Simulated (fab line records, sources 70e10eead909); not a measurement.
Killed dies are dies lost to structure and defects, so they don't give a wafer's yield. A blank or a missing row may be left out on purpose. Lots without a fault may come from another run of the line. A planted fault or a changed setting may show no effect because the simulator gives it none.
fab line records | flow nand_harc | part 2 of 2: steps 23 to 37 of 37
record lots=5 wafers=15 last_day=25
route steps=1159 shown A_STAIRCASE@686
lots that met no fault: from a run of the same line without faults
start_h: hours from the record's first day to the start of the lot's first wafer shown | wait_h: hours since the lot's step before | " the same as in the row above | L1.1+2: a row that stands for several wafers | - no value, or no start given | * or withheld: withheld | < > ~ a bound
route shown NAME@n: a module of which the file shows steps, and the number in the route of the first | usual: mean/standard deviation of fault-free wafers | same: alike in all rows | chamber/n: place in a boat | sites: the reading at each site | _std_site: their standard deviation | _edge_site: outer sites' mean less inner sites' | radius_mm: how far each site lies from the wafer's centre | mask NAME#n: copy n | behind: the tool/chamber that last shaped the wafer | hold: why the lot was held/for how many hours/how that ended | device: the transistor (n, p or np) that didn't switch | end of line: the same wafers' tests at the end of the route | a step without rows: its recipe alone | killed: dies lost to structure and defects at the first sort, not the wafer's yield | map: a wafer's dies, x killed, . not, _ none there
set.NAME: the setting as run; set.NAME@STEP: as run at that earlier step | model.NAME: the simulator's own value behind a step, which no gauge read
lots at some steps of the route; a table a step, a row a wafer
services: from which hour (start_h, from the record's first day; less than 0 if before it) a tool's chamber was out of use, for how many hours, and why
## steps
# step NHARC_A_STAIRCASE_DEP_322
# recipe target_thk_a=38000 temp_c=400 target_thk_nm=3800 teos_flow_sccm=200 rf_w=500 material=SiO2
# usual heater_power_w=685/130
# columns lot.wafer tool chamber start_h wait_h heater_power_w
L076.3 pecvd-04 0 301.08 0.3 704
L076.4 " 1 " " 682
L076.5 " 0 " " 554
L087.3 pecvd-01 1 362.82 0.1 786
L087.2 " 2 " " 474
L087.6 " 0 " " 756
L094.1 pecvd-04 0 405.58 0.1 639
L094.3 " 1 " " 916
L094.2 " 2 " " 631
L095.3 pecvd-02 2 405.67 0.2 962
L095.1 " 0 " " 646
L095.4 " 0 " " 596
L096.1 pecvd-04 2 429.94 0.1 630
L096.2 " 0 " " 569
L096.6 " 2 " " 520
# step NHARC_A_STAIRCASE_ANNEAL_323
# recipe temp_c=750 time_s=1800
# columns lot.wafer tool chamber start_h wait_h
L076.3+4+5 furnace-05 0 305.37 -
L087.2+3+6 furnace-03 0 366.58 -
L094.1+2+3 furnace-03 0 409.72 -
L095.1+3+4 furnace-03 0 409.72 -
L096.1+2+6 furnace-03 0 433.64 -
# step NHARC_A_STAIRCASE_DEP_325
# recipe target_thk_a=38000 temp_c=400 target_thk_nm=3800 teos_flow_sccm=200 rf_w=500 material=SiO2
# usual heater_power_w=676/140
# columns lot.wafer tool chamber start_h wait_h heater_power_w
L076.3 pecvd-04 1 308.95 0.3 792
L076.5 " 2 " " 503
L076.4 " 1 " " 665
L087.3 pecvd-02 0 370.29 0.4 685
L087.2 " 2 " " 961
L087.6 " 1 " " 614
L094.2 pecvd-01 2 413.12 0.1 485
L094.1 " 0 " " 882
L094.3 " 1 " " 693
L095.1 pecvd-02 2 413.22 0.2 946
L095.3 " 0 " " 714
L095.4 " 0 " " 590
L096.2 pecvd-04 1 437.20 0.2 925
L096.1 " 0 " " 648
L096.6 " 1 " " 783
# step NHARC_A_STAIRCASE_ANNEAL_326
# recipe temp_c=750 time_s=1800
# columns lot.wafer tool chamber start_h wait_h
L076.3+4+5 furnace-03 0 309.89 -
L087.2+3+6 furnace-05 0 374.75 -
L094.1+2+3 furnace-03 0 420.61 -
L095.1+3+4 furnace-03 0 420.61 -
L096.1+2+6 furnace-02 0 441.57 -
# step NHARC_A_STAIRCASE_DEHYDRATE_433
# recipe temp_c=150 time_s=120
# columns lot.wafer tool chamber start_h wait_h
L076.3+4+5 litho_track-02 0 313.29 0.1
L087.2+3+6 litho_track-05 0 378.13 0.1
L094.1+2+3 litho_track-02 0 423.96 0.1
L095.1+3+4 litho_track-05 0 423.98 0.1
L096.1+2+6 litho_track-05 0 444.92 0.1
# step NHARC_A_STAIRCASE_HMDS_434
# recipe time_s=30
# columns lot.wafer tool chamber start_h wait_h
L076.3+4+5 litho_track-02 0 - -
L087.2+3+6 litho_track-05 0 - -
L094.1+2+3 litho_track-02 0 - -
L095.1+3+4 litho_track-05 0 - -
L096.1+2+6 litho_track-05 0 - -
# step NHARC_A_STAIRCASE_COAT_435
# recipe spin_rpm=1200
# columns lot.wafer tool chamber start_h wait_h
L076.3+4+5 litho_track-02 0 - -
L087.2+3+6 litho_track-05 0 - -
L094.1+2+3 litho_track-02 0 - -
L095.1+3+4 litho_track-05 0 - -
L096.1+2+6 litho_track-05 0 - -
# step NHARC_A_STAIRCASE_SOFTBAKE_436
# recipe temp_c=135 time_s=170
# columns lot.wafer tool chamber start_h wait_h
L076.3+4+5 litho_track-02 0 - -
L087.2+3+6 litho_track-05 0 - -
L094.1+2+3 litho_track-02 0 - -
L095.1+3+4 litho_track-05 0 - -
L096.1+2+6 litho_track-05 0 - -
# step NHARC_A_STAIRCASE_EBR_437
# columns lot.wafer tool chamber start_h wait_h
L076.3+4+5 litho_track-02 0 - -
L087.2+3+6 litho_track-05 0 - -
L094.1+2+3 litho_track-02 0 - -
L095.1+3+4 litho_track-05 0 - -
L096.1+2+6 litho_track-05 0 - -
# step NHARC_A_STAIRCASE_EXPOSE_438
# recipe na=0.5 dose_mj=28.97 mask_id=STAIR_REV
# columns lot.wafer tool chamber start_h wait_h mask
L076.3+4+5 krf_scanner-02 0 313.66 - STAIR_REV#0
L087.2+3+6 krf_scanner-02 0 378.35 - STAIR_REV#0
L094.1+2+3 krf_scanner-03 0 424.16 - STAIR_REV#0
L095.1+3+4 krf_scanner-04 0 424.32 - STAIR_REV#0
L096.1+2+6 krf_scanner-03 0 445.28 - STAIR_REV#0
# step NHARC_A_STAIRCASE_PEB_439
# recipe peb_temp_c=115 peb_time_s=130
# same peb_time_s=130
# columns lot.wafer tool chamber start_h wait_h
L076.3+4+5 litho_track-05 0 313.72 0.1
L087.2+3+6 litho_track-02 0 378.41 0.1
L094.1+2+3 litho_track-07 0 424.23 0.1
L095.1+3+4 litho_track-02 0 424.39 0.1
L096.1+2+6 litho_track-05 0 445.35 0.1
# step NHARC_A_STAIRCASE_DEVELOP_440
# recipe time_s=140
# columns lot.wafer tool chamber start_h wait_h
L076.3+4+5 litho_track-05 0 - -
L087.2+3+6 litho_track-02 0 - -
L094.1+2+3 litho_track-07 0 - -
L095.1+3+4 litho_track-02 0 - -
L096.1+2+6 litho_track-05 0 - -
# step NHARC_A_STAIRCASE_HARDBAKE_442
# recipe temp_c=120 time_s=140
# columns lot.wafer tool chamber start_h wait_h
L076.3+4+5 litho_track-07 0 313.95 -
L087.2+3+6 litho_track-02 0 378.63 -
L094.1+2+3 litho_track-05 0 424.45 -
L095.1+3+4 litho_track-07 0 424.61 -
L096.1+2+6 litho_track-05 0 445.57 -
# step NHARC_A_STAIRCASE_DESCUM_443
# recipe time_s=3 o2_flow_sccm=200 ar_flow_sccm=0 bias_power_w=0 chemistry=O2
# usual drypump_motor_current_A=5.6/0.5 oes_product_au=0.998/0.0079 rf_vpp_V=57.7/0.86 showerhead_plenum_p_Torr=1.90/0.093 throttle_valve_pct=11.310/0.0088
# columns lot.wafer tool chamber start_h wait_h drypump_motor_current_A oes_product_au rf_hours_counter_h rf_vpp_V showerhead_plenum_p_Torr throttle_valve_pct
L076.3 rie_diel-01 3 314.03 - 5.2 0.993 51 57.7 2.00 11.329
L076.4 " 0 " " 5.8 0.992 46 58.5 1.99 11.299
L076.5 " 3 " " 5.2 0.998 - 59.1 2.00 11.300
L087.2 rie_diel-01 0 378.72 - 5.8 1.000 18 56.8 1.99 11.317
L087.3 " 3 " " 5.2 1.000 15 58.5 1.99 11.301
L087.6 " 1 " " 5.5 0.999 - 57.9 1.80 11.312
L094.2 rie_diel-01 3 424.54 - 5.2 1.003 30 58.3 1.99 11.316
L094.3 " 1 " " 5.5 1.001 36 56.8 1.79 11.310
L094.1 " 2 " " 4.8 0.994 31 57.8 1.93 11.303
L095.3 rie_diel-08 1 424.71 - 6.4 1.002 40 55.9 1.84 11.320
L095.4 " 2 " " 5.2 0.991 44 58.6 2.04 11.320
L095.1 " 3 " " 5.5 0.991 43 57.7 1.77 11.306
L096.2 rie_diel-04 3 445.67 - 6.7 1.008 48 56.4 1.81 11.306
L096.1 " 0 " " 5.9 1.005 55 58.2 1.94 11.320
L096.6 " 2 " " 5.4 0.995 - 57.6 1.88 11.312
# step NHARC_A_STAIRCASE_ETCH_444
# recipe target_depth_a=1.02e+05 time_s=3400 c4f8_flow_sccm=20 o2_flow_sccm=10 ar_flow_sccm=withheld rf_w=600 bias_w=1000 chemistry=C4F8/O2
# usual bias_w=1000/3 oes_product_au=0.937/0.022 rf_vpp_V=805/5.1
# columns lot.wafer tool chamber start_h wait_h bias_w oes_product_au rf_hours_counter_h rf_vpp_V
L076.4 rie_diel-01 2 314.16 0.1 1000 0.924 65 809
L076.3 " 1 " " 1001 0.907 63 802
L076.5 " 2 " " 1005 0.921 - 808
L087.2 rie_diel-01 2 379.04 0.3 1004 0.927 15 808
L087.3 " 3 " " 1002 0.930 16 810
L087.6 " 1 " " 1000 0.926 - 800
L094.1 rie_diel-01 2 424.62 0.1 999 0.908 32 806
L094.2 " 0 " " 998 0.914 36 811
L094.3 " 1 " " 999 0.923 37 799
L095.1 rie_diel-08 3 424.79 0.1 999 0.912 43 798
L095.4 " 1 " " 998 0.915 40 803
L095.3 " 2 " " 997 0.923 45 815
L096.2 rie_diel-04 2 446.22 0.5 1003 0.933 51 805
L096.1 " 3 " " 1002 0.916 49 802
L096.6 " 1 " " 1001 0.933 - 806
## services
# columns tool chamber start_h hours kind
furnace-03 - 255.49 1.0 repair
rie_diel-04 3 257.33 51.6 repair
pecvd-04 2 263.12 3.9 repair
pecvd-02 - 263.81 1.2 repair
wet_h3po4-01 - 272.00 8.0 pm
wet_bench-09 - 288.80 8.0 pm
rie_diel-04 - 289.02 9.0 pm
rie_diel-08 - 302.10 9.0 pm
rie_diel-04 1 307.14 9.6 repair
rie_diel-01 - 315.57 9.0 pm
lpcvd-01 - 316.20 26.0 pm
pecvd-02 - 334.28 13.0 pm
wet_bench-04 - 339.26 8.0 pm
litho_track-02 - 340.00 7.0 pm
rie_diel-08 1 346.30 13.8 repair
pecvd-04 0 348.76 6.6 repair
pecvd-01 2 363.79 20.8 repair
pecvd-04 - 376.10 13.0 pm
pecvd-01 - 398.89 0.3 repair
litho_track-05 - 412.00 7.0 pm
rie_diel-04 2 418.50 1.2 repair
pecvd-01 - 418.85 13.0 pm
pecvd-04 - 421.00 1.4 repair
rie_diel-08 0 433.33 29.2 repair
